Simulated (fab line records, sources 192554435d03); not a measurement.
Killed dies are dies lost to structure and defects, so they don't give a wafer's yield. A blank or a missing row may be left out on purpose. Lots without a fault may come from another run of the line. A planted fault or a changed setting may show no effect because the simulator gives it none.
Which tool did it? | flow n5_finfet | 10 lots, 29 wafers sampled, at 4 steps of a route of 1938

WHAT THE GAUGES READ, wafer by wafer
N5_BEOL_M4_RC_MEAS_101. Usual: CJ_N 4.33, standard deviation 0.091; CJ_P 5.78, standard deviation 0.18; DIBL_N 36.2 mV/V, standard deviation 1.7; DIBL_P 36.6 mV/V, standard deviation 1.9; IOFF_N 0.16 nA/um, standard deviation 0.032; IOFF_P 0.21 nA/um, standard deviation 0.037; ION_N 675 uA/um, standard deviation 12; ION_P 460 uA/um, standard deviation 8.1; RS_PWELL 3015 ohm/sq, standard deviation 21; SS_N 71.4 mV/dec, standard deviation 0.58; SS_P 73.4 mV/dec, standard deviation 0.64; VT_N 249 mV, standard deviation 3.2; VT_P -252 mV, standard deviation 3.4.
lot  | measured     | on        | CJ_N           | CJ_P           | DIBL_N (mV/V)  | DIBL_P (mV/V)  | IOFF_N (nA/um) | IOFF_P (nA/um) | ION_N (uA/um) | ION_P (uA/um) | RS_PWELL (ohm/sq) | SS_N (mV/dec)  | SS_P (mV/dec)  | VT_N (mV)   | VT_P (mV)      | flag
L655 | day 7 22:44  | prober-02 | 4.44 4.41      | 5.79 5.77      | 39.2 36.3      | 38.4 35.2      | 0.20 0.15      | 0.22 0.18      | 673 674       | 452 459       | 3010 3025         | 72.1 70.1      | 73.8 73.3      | 246 248     | -252 -252      |
L656 | day 8 01:22  | prober-02 | 4.37 4.29 4.37 | 5.67 5.77 5.73 | 36.7 36.4 33.9 | 37.2 37.7 34.4 | 0.17 0.16 0.13 | 0.23 0.23 0.18 | 665 687 668   | 465 468 465   | 3003 3004 3050    | 71.8 72.2 71.1 | 73.2 73.8 72.9 | 250 250 252 | -248 -247 -250 |
L657 | day 8 10:26  | prober-01 | 4.43 4.46 4.32 | 5.66 5.79 6.11 | 38.3 40.0 36.8 | 38.3 40.5 37.0 | 0.19 0.24 0.18 | 0.26 0.31 0.24 | 684 685 685   | 460 469 466   | 3027 3021 3027    | 71.3 72.7 71.6 | 74.0 74.1 73.1 | 246 244 247 | -247 -242 -246 |
L658 | day 8 15:17  | prober-02 | 4.38 4.19 4.45 | 5.70 5.62 5.36 | 38.1 34.9 36.7 | 38.5 35.8 37.3 | 0.19 0.14 0.17 | 0.23 0.19 0.21 | 682 657 676   | 462 450 462   | 3040 3011 3046    | 72.5 71.9 71.4 | 73.5 72.8 73.5 | 248 253 250 | -250 -253 -253 |
L660 | day 9 02:31  | prober-02 | 4.22 4.31 4.25 | 5.71 6.08 6.10 | 37.4 34.8 35.5 | 38.4 34.5 35.5 | 0.18 0.13 0.15 | 0.23 0.16 0.18 | 679 674 671   | 467 461 458   | 2985 3002 2998    | 71.6 70.8 70.8 | 74.6 73.0 73.6 | 249 251 251 | -246 -251 -253 |
L661 | day 9 08:15  | prober-02 | 4.32 4.41 4.45 | 5.83 5.58 5.77 | 35.1 34.4 36.1 | 35.8 34.5 37.2 | 0.15 0.14 0.18 | 0.20 0.19 0.23 | 688 674 681   | 470 460 468   | 3031 3019 3044    | 71.5 71.0 71.5 | 73.1 72.3 73.6 | 249 246 246 | -250 -252 -248 |
L662 | day 9 11:34  | prober-02 | 4.43 4.24 4.39 | 5.71 5.83 5.94 | 36.8 35.1 36.4 | 38.0 37.1 37.7 | 0.17 0.14 0.16 | 0.21 0.18 0.20 | 669 669 672   | 454 451 450   | 3012 2986 2989    | 72.3 71.1 71.1 | 73.7 72.7 73.2 | 248 251 246 | -254 -251 -253 |
L663 | day 9 11:06  | prober-01 | 4.46 4.51 4.35 | 5.38 5.77 5.27 | 39.4 39.1 38.0 | 39.6 39.7 38.2 | 0.27 0.25 0.23 | 0.30 0.30 0.27 | 700 697 697   | 471 473 471   | 3024 3028 3012    | 72.8 71.7 71.8 | 74.4 74.9 73.8 | 242 241 242 | -245 -244 -250 |
L672 | day 12 00:05 | prober-02 | 4.45 4.81 4.47 | 5.51 4.54 5.52 | 37.1 35.4 34.8 | 37.9 36.2 34.4 | 0.17 0.14 0.13 | 0.21 0.18 0.16 | 678 655 667   | 463 451 454   | 3020 3101 3027    | 71.4 71.6 71.3 | 73.3 73.1 72.4 | 248 248 251 | -251 -254 -255 | OFF
L678 | day 13 08:45 | prober-02 | 4.40 4.45 4.39 | 5.63 6.03 5.62 | 37.0 35.7 37.2 | 35.9 34.2 37.3 | 0.16 0.13 0.17 | 0.21 0.19 0.23 | 680 666 684   | 465 460 469   | 3024 3027 3027    | 71.2 69.8 71.0 | 72.9 72.2 73.9 | 249 254 249 | -253 -250 -247 |

WHICH TOOL RAN EACH LOT (tool, then ch and the chambers of the sampled wafers, then the start)
lot  | N5_ZERO_LAYER_PECVD_02         | N5_BEOL_M4_SURFACE_TREAT_85  | N5_BEOL_M4_SPUTTER_79
L655 | pecvd-04 ch 0, day 1 12:17     | pvd_sputter-03, day 7 19:30  | pvd_sputter-03, day 7 20:00
L656 | pecvd-02 ch 0,2, day 1 18:19   | pvd_sputter-03, day 7 22:16  | pvd_sputter-03, day 7 22:43
L657 | pecvd-02 ch 0,1,2, day 2 00:18 | pvd_sputter-01, day 8 07:07  | pvd_sputter-01, day 8 07:38
L658 | pecvd-04 ch 1,2, day 2 06:17   | pvd_sputter-03, day 8 11:42  | pvd_sputter-02, day 8 12:22
L660 | pecvd-03 ch 0,1, day 2 18:19   | pvd_sputter-03, day 8 21:43  | pvd_sputter-01, day 8 23:30
L661 | pecvd-02 ch 0,1,2, day 3 00:17 | pvd_sputter-01, day 9 04:47  | pvd_sputter-02, day 9 05:23
L662 | pecvd-04 ch 1,2, day 3 06:19   | pvd_sputter-01, day 9 08:02  | pvd_sputter-03, day 9 08:40
L663 | pecvd-03 ch 0,1,2, day 3 12:18 | pvd_sputter-02, day 9 07:53  | pvd_sputter-01, day 9 08:24
L672 | pecvd-03 ch 0,1, day 5 18:18   | pvd_sputter-02, day 11 20:40 | pvd_sputter-03, day 11 21:07
L678 | pecvd-04 ch 0,1, day 7 06:28   | pvd_sputter-03, day 13 05:37 | pvd_sputter-03, day 13 06:06
- N5_ZERO_LAYER_PECVD_02: deposits SiO2 from SiH4/N2O, target thk 10 nm, time 6 s.
- N5_BEOL_M4_SURFACE_TREAT_85
- N5_BEOL_M4_SPUTTER_79: material Cu, target thk 4.5 nm, time 8.29 s.

WHAT THE TOOLS THEMSELVES READ (means of the sampled wafers that have a number; where no wafer has one, the mark that the record gives instead)
N5_ZERO_LAYER_PECVD_02. Usual: heater_power_w 766 W, standard deviation 89; showerhead_plenum_p_Torr 8.11 Torr, standard deviation 0.12.
lot  | tool     | heater_power_w (W) | showerhead_plenum_p_Torr (Torr) | flag
L655 | pecvd-04 | 633                | 7.97                            |
L656 | pecvd-02 | 822                | 8.14                            |
L657 | pecvd-02 | 815                | 8.12                            |
L658 | pecvd-04 | 746                | 8.24                            |
L660 | pecvd-03 | 851                | 8.14                            |
L661 | pecvd-02 | 782                | 8.12                            |
L662 | pecvd-04 | 854                | 8.23                            |
L663 | pecvd-03 | 784                | 8.05                            |
L672 | pecvd-03 | 787                | 8.10                            |
L678 | pecvd-04 | 681                | 8.22                            |

N5_BEOL_M4_SPUTTER_79. Usual: chuck_gas_flow_sccm 1.26 sccm, standard deviation 0.052; chuck_sensor_temp_C -16.1 C, standard deviation 0.47; throttle_valve_pct 29.7 %, standard deviation 0.98.
lot  | tool           | chuck_gas_flow_sccm (sccm) | chuck_sensor_temp_C (C) | throttle_valve_pct (%) | flag
L655 | pvd_sputter-03 | 1.27                       | -15.7                   | 30.1                   |
L656 | pvd_sputter-03 | 1.28                       | -15.9                   | 30.7                   |
L657 | pvd_sputter-01 | 1.19                       | -15.5                   | 29.7                   |
L658 | pvd_sputter-02 | 1.25                       | -16.2                   | 30.9                   |
L660 | pvd_sputter-01 | 1.29                       | -16.1                   | 29.3                   |
L661 | pvd_sputter-02 | 1.24                       | -16.4                   | 30.0                   |
L662 | pvd_sputter-03 | 1.29                       | -15.8                   | 30.0                   |
L663 | pvd_sputter-01 | 1.26                       | -16.2                   | 29.2                   |
L672 | pvd_sputter-03 | 1.25                       | -15.9                   | 30.1                   |
L678 | pvd_sputter-03 | 1.26                       | -15.8                   | 29.8                   |

THE ANSWER, worked out from the rows above alone
Rule: a lot is off if the mean of its wafers that have a number lies more than 3 standard deviations from the usual mean. A lot without any number at a reading at which 4 lots or more have one is off too. The other lots that the step has rows for count as sound. The gauges are gone through in route order, then the tools' own readings, and for those a lot's mean is taken as printed above. The first step at which some lot is off is used, and at that step the reading that is off furthest; a lot without a number counts as furthest.
Off: L672, at N5_BEOL_M4_RC_MEAS_101 (CJ_P).
A tool fits if, at a process step before that reading, it ran every lot that is off, and no sound lot after the first of them. The gauges at N5_BEOL_M4_RC_MEAS_101 are tried like those tools. Can't be told from this: 2 tools fit, pecvd-03 at N5_ZERO_LAYER_PECVD_02, pvd_sputter-02 at N5_BEOL_M4_SURFACE_TREAT_85.

WHAT THE SIMULATOR HAD PUT IN
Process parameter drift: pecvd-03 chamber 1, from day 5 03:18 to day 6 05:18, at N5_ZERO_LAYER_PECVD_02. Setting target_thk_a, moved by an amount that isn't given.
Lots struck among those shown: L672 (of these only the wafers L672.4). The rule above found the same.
